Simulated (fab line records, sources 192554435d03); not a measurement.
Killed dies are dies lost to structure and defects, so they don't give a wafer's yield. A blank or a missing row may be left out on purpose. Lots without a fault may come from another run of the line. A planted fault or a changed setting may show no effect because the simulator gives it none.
Which tool did it? | flow n5_finfet | 11 lots, 32 wafers sampled, at 4 steps of a route of 1938

WHAT THE GAUGES READ, wafer by wafer
N5_PASSIVATION_OVL_MEAS_60. Usual: TV_OVL 2 nm, standard deviation 5.2.
lot  | measured     | on         | TV_OVL (nm) | flag
L593 | day 12 08:34 | overlay-02 | 6 1 12      |
L594 | day 12 03:02 | overlay-02 | 2 -1 -2     |
L595 | day 12 08:32 | overlay-02 | -2 6 -2     |
L598 | day 12 22:14 | overlay-02 | 6 5         |
L601 | day 14 05:17 | overlay-01 | 2 5 0       |
L604 | day 14 10:56 | overlay-02 | 0 0 -3      |
L605 | day 14 23:01 | overlay-01 | 1 9 -4      |
L613 | day 16 21:16 | overlay-01 | 7 -3 3      |
L612 | day 16 12:40 | overlay-01 | -1 -5 -4    |
L614 | day 17 03:39 | overlay-01 | 11 3 12     |
L615 | day 17 10:07 | overlay-01 | 9 2 6       |

WHICH TOOL RAN EACH LOT (tool, then ch and the chambers of the sampled wafers, then the start)
lot  | N5_BEOL_M1_SPUTTER_96        | N5_MIM_TOP_ETCH_STRIP_01           | N5_MIM_BOT_LITHO_DESCUM_10
L593 | pvd_sputter-02, day 6 09:40  | rie_diel-05 ch 0,2,3, day 12 05:20 | rie_diel-03 ch 1,2, day 12 06:13
L594 | pvd_sputter-01, day 6 12:23  | rie_diel-01 ch 2,3, day 11 22:31   | rie_diel-03 ch 0,2,3, day 11 23:15
L595 | pvd_sputter-02, day 6 17:44  | rie_diel-05 ch 1,3, day 12 05:23   | rie_diel-04 ch 0,1,2, day 12 06:14
L598 | pvd_sputter-01, day 7 17:02  | rie_diel-01 ch 1,2, day 12 19:43   | rie_diel-06 ch 0,3, day 12 20:22
L601 | pvd_sputter-02, day 8 07:23  | rie_diel-05 ch 0,3, day 14 01:00   | rie_diel-04 ch 0,3, day 14 01:58
L604 | pvd_sputter-02, day 9 05:07  | rie_diel-01 ch 0,2,3, day 14 08:31 | rie_diel-04 ch 2,3, day 14 09:13
L605 | pvd_sputter-01, day 9 15:41  | rie_diel-01 ch 1,2, day 14 19:46   | rie_diel-06 ch 0,2,3, day 14 20:24
L613 | pvd_sputter-02, day 11 07:31 | rie_diel-05 ch 1,2,3, day 16 19:10 | rie_diel-06 ch 1,2, day 16 19:48
L612 | pvd_sputter-02, day 11 14:01 | rie_diel-05 ch 0,2,3, day 16 10:06 | rie_diel-06 ch 0,1,2, day 16 10:37
L614 | pvd_sputter-02, day 11 19:37 | rie_diel-05 ch 2,3, day 17 00:56   | rie_diel-04 ch 2,3, day 17 01:34
L615 | pvd_sputter-01, day 11 23:44 | rie_diel-01 ch 0,2,3, day 17 06:07 | rie_diel-06 ch 0,2, day 17 06:44
- N5_BEOL_M1_SPUTTER_96: material Cu, target thk 4.5 nm, time 8.29 s.
- N5_MIM_TOP_ETCH_STRIP_01: strips in O2.
- N5_MIM_BOT_LITHO_DESCUM_10: chemistry O2, time 7.9 s.

WHAT THE TOOLS THEMSELVES READ (means of the sampled wafers that have a number; where no wafer has one, the mark that the record gives instead)
N5_BEOL_M1_SPUTTER_96. Usual: throttle_valve_pct 29.9 %, standard deviation 0.98.
lot  | tool           | throttle_valve_pct (%) | flag
L593 | pvd_sputter-02 | 30.3                   |
L594 | pvd_sputter-01 | 28.6                   |
L595 | pvd_sputter-02 | 30.4                   |
L598 | pvd_sputter-01 | 30.2                   |
L601 | pvd_sputter-02 | 30.4                   |
L604 | pvd_sputter-02 | 30.2                   |
L605 | pvd_sputter-01 | 29.6                   |
L613 | pvd_sputter-02 | 30.3                   |
L612 | pvd_sputter-02 | 30.3                   |
L614 | pvd_sputter-02 | 30.2                   |
L615 | pvd_sputter-01 | 29.2                   |

N5_MIM_TOP_ETCH_STRIP_01. Usual: drypump_motor_current_A 5.9 A, standard deviation 0.32; oes_product_au 0.77 a.u., standard deviation 0.069; rf_vpp_V 3.4 V, standard deviation 1.2; showerhead_plenum_p_Torr 2.08 Torr, standard deviation 0.059; throttle_valve_pct 16.69 %, standard deviation 0.22.
lot  | tool        | drypump_motor_current_A (A) | oes_product_au (a.u.) | rf_vpp_V (V) | showerhead_plenum_p_Torr (Torr) | throttle_valve_pct (%) | flag
L593 | rie_diel-05 | 5.8                         | 0.77                  | 3.2          | 2.09                            | 16.71                  |
L594 | rie_diel-01 | 5.8                         | 0.77                  | 2.2          | 2.04                            | 16.71                  |
L595 | rie_diel-05 | 5.7                         | 0.75                  | 3.7          | 2.06                            | 16.92                  |
L598 | rie_diel-01 | 5.9                         | 0.80                  | 4.0          | 2.09                            | 16.41                  |
L601 | rie_diel-05 | 5.7                         | 0.72                  | 3.1          | 2.08                            | 16.80                  |
L604 | rie_diel-01 | 5.9                         | 0.81                  | 2.9          | 2.07                            | 16.52                  |
L605 | rie_diel-01 | 5.7                         | 0.81                  | 3.4          | 2.09                            | 16.41                  |
L613 | rie_diel-05 | 5.8                         | 0.74                  | 3.3          | 2.06                            | 16.81                  |
L612 | rie_diel-05 | 5.8                         | 0.73                  | 2.6          | 2.07                            | 16.75                  |
L614 | rie_diel-05 | 6.0                         | 0.72                  | 4.8          | 2.10                            | 16.72                  |
L615 | rie_diel-01 | 5.8                         | 0.78                  | 3.2          | 2.07                            | 16.54                  |

N5_MIM_BOT_LITHO_DESCUM_10. Usual: drypump_motor_current_A 6.0 A, standard deviation 0.4; oes_product_au 0.81 a.u., standard deviation 0.085; rf_vpp_V 243.3 V, standard deviation 1.2; showerhead_plenum_p_Torr 2.11 Torr, standard deviation 0.064; throttle_valve_pct 20.43 %, standard deviation 0.23.
lot  | tool        | drypump_motor_current_A (A) | oes_product_au (a.u.) | rf_vpp_V (V) | showerhead_plenum_p_Torr (Torr) | throttle_valve_pct (%) | flag
L593 | rie_diel-03 | 5.6                         | 0.75                  | 244.6        | 2.16                            | 20.52                  |
L594 | rie_diel-03 | 6.1                         | 0.81                  | 244.1        | 2.11                            | 20.67                  |
L595 | rie_diel-04 | 6.0                         | 0.73                  | 242.0        | 2.05                            | 20.40                  |
L598 | rie_diel-06 | 5.8                         | 0.76                  | 243.3        | 2.14                            | 20.58                  |
L601 | rie_diel-04 | 6.2                         | 0.85                  | 242.6        | 2.10                            | 20.11                  |
L604 | rie_diel-04 | 5.8                         | 0.83                  | 243.1        | 2.08                            | 20.32                  |
L605 | rie_diel-06 | 5.8                         | 0.79                  | 243.4        | 2.11                            | 20.56                  |
L613 | rie_diel-06 | 6.2                         | 0.85                  | 244.2        | 2.07                            | 20.39                  |
L612 | rie_diel-06 | 6.2                         | 0.83                  | 243.7        | 2.13                            | 20.42                  |
L614 | rie_diel-04 | 5.8                         | 0.80                  | 241.7        | 2.07                            | 20.35                  |
L615 | rie_diel-06 | 5.9                         | 0.82                  | 244.1        | 2.11                            | 20.58                  |

THE ANSWER, worked out from the rows above alone
Rule: a lot is off if the mean of its wafers that have a number lies more than 3 standard deviations from the usual mean. A lot without any number at a reading at which 4 lots or more have one is off too. The other lots that the step has rows for count as sound. The gauges are gone through in route order, then the tools' own readings, and for those a lot's mean is taken as printed above. The first step at which some lot is off is used, and at that step the reading that is off furthest; a lot without a number counts as furthest.
No lot is off at any reading shown: from this, nothing can be told.

WHAT THE SIMULATOR HAD PUT IN
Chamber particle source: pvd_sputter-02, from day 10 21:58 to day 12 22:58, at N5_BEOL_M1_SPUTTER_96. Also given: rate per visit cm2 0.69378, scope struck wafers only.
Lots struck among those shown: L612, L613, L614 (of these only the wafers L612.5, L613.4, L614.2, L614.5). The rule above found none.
